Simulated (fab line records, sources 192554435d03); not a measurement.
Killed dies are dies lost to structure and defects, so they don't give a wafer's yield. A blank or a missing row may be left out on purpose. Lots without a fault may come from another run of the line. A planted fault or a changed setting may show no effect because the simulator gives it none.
A struck lot beside a sound one | flow n5_finfet | 37 steps out of a route of 1938
Sound: wafers L889.2, L889.3, L889.5. Struck: wafers L879.1, L879.2, L879.4. The cause comes at the end.
At each step with rows: each side's tool, then ch and its chambers, then its first start. Under that, the readings that differ: sound wafers | struck wafers | difference of the means | sigmas: that difference in standard deviations of wafers without a fault.
alike: readings whose means differ by less than 2 such deviations, and words and numbers that are the same on both sides. not compared: withheld readings, readings that some wafer has no value for, bounds like >300 that may hide the same value, and numbers for which the record gives no deviation and whose values overlap.
The two part at a step that has a row with sigmas, a row that says differs or no value, or rows on one side only. Numbers that don't overlap but have no deviation are shown without sigmas and don't part them. A reading that every wafer of one side lacks parts them only if that side has two wafers or more.

first, 11 steps without rows for these wafers: N5_BEOL_M7_PRECLEAN_42 (cleans in residue remover, time 60 s); N5_BEOL_M7_SRD_43 (time 30 s); N5_BEOL_M7_CURE_75 (cures SiCOH lowk, time 120 s); N5_BEOL_M7_DEGAS_44 (time 60 s); N5_BEOL_M7_PRE_CLEAN_45 (time 30 s); N5_BEOL_M7_ALD_77 (deposits TaN, target thk 2 nm, pulse time 2 s, purge time 3 s); N5_BEOL_M7_SURFACE_TREAT_79; N5_BEOL_M7_CVD_78 (deposits Co from CCTBA/H2, target thk 2 nm, time 142.3 s); N5_BEOL_M7_SPUTTER_48 (material Cu, target thk 10 nm, time 1.667 s); N5_BEOL_M7_ECD_50 (material Cu, target thk 300 nm); N5_BEOL_M7_ANNEAL_51 (time 90 s).
N5_BEOL_M7_CMP_52: polishes, stops on SiCOH lowk, t overpolish 6.9 s, target thk 80 nm.
  sound on cmp-01 ch 0,3, day 14 14:03; struck on cmp-03 ch 0,2,3, day 13 08:09
  reading             | sound       | struck      | difference | sigmas
  motor_current_A (A) | 6.0 7.7 7.7 | 6.3 4.9 5.5 | -1.6       | -2
  alike: barrier_field_endpoint_s, clearing_platen_rpm, overpolish_run_s, platen_rpm, time_to_endpoint_s
  not compared: pad_life_wafers
then, 2 steps without rows for these wafers: N5_BEOL_M7_PRE_CLEAN_55 (time 15 s); N5_BEOL_M7_DEP_56 (deposits SiCN from 3MS/NH3, target thk 10 nm, time 17.5 s).
N5_BEOL_M7_INSPECT_58: inspects for defects (darkfield).
  sound on defect_inspect-02, day 14 14:30; struck on defect_inspect-02, day 13 08:36
  reading          | sound    | struck      | difference | sigmas
  raw_defect_count | 98 84 77 | 716 746 754 | +652       | +24
then, 12 steps without rows for these wafers: N5_BEOL_M8_ILD_DEP_00 (deposits SiCOH lowk from DEMS/porogen, target thk 179.75 nm, time 33.4 s); N5_BEOL_M8_CURE_74 (cures SiCOH lowk, time 240 s); N5_BEOL_M8_PECVD_70 (deposits SiO2 from TEOS/O2, target thk 20 nm, time 22.7 s); N5_BEOL_M8_HM_DEP_02 (deposits TiN, target thk 20 nm); N5_BEOL_M8_COAT_59 (time 60 s, resist thk 100 nm); N5_BEOL_M8_COAT_60 (time 60 s, resist thk 35 nm); N5_BEOL_M8_COAT_05 (resist thk 90 nm); N5_BEOL_M8_EBR_07; N5_BEOL_M8_SOFTBAKE_06 (time 60 s); N5_BEOL_M8_EXPOSE_08 (exposes mask M8); N5_BEOL_M8_PEB_09 (peb time 60 s); N5_BEOL_M8_DEVELOP_10 (develop time 30 s).
N5_BEOL_M8_INSPECT_13: inspects for defects (brightfield).
  sound on defect_inspect-02, day 14 18:31; struck on defect_inspect-01, day 13 11:16
  reading          | sound       | struck        | difference | sigmas
  raw_defect_count | 399 538 432 | 956 1072 1105 | +588       | +5
then, 7 steps without rows for these wafers: N5_BEOL_M8_DESCUM_16 (chemistry O2, time 7.9 s); N5_BEOL_M8_ETCH_61 (etches SiARC in CF4, target depth 45.5 nm, time 75.8 s); N5_BEOL_M8_ETCH_62 (etches SOC in N2/H2, target depth 110 nm, overetch 22 nm, time 165 s); N5_BEOL_M8_STRIP_68 (strips in N2/H2); N5_BEOL_M8_STRIP_67 (strips in CF4); N5_BEOL_M8_HM_OPEN_17 (chemistry Cl2/BCl3, target TiN, target depth 20 nm, overetch 6 nm); N5_BEOL_M8_STRIP_19 (strips in O2).
N5_BEOL_M8_INSPECT_30: inspects for defects (brightfield).
  sound on defect_inspect-02, day 14 21:01; struck on defect_inspect-01, day 13 14:03
  reading          | sound       | struck        | difference | sigmas
  raw_defect_count | 390 560 426 | 959 1061 1078 | +574       | +5
-- the record jumps here: 3 days lie between the struck wafers' starts before and after (it left off in module BEOL_M8 and takes up again in module PASSIVATION, whose first step shown is number 1936 of the route) --
N5_PASSIVATION_PROBE_49:
  the record has rows for the struck wafers here (prober-02, day 16 12:52) and none for the sound ones

WHERE THEY PART
First at N5_BEOL_M7_CMP_52; last, within this record, at N5_PASSIVATION_PROBE_49.

WHY: what the simulator had put in
Chamber particle source: cmp-03, from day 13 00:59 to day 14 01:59, at N5_BEOL_M7_CMP_52. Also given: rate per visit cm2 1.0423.
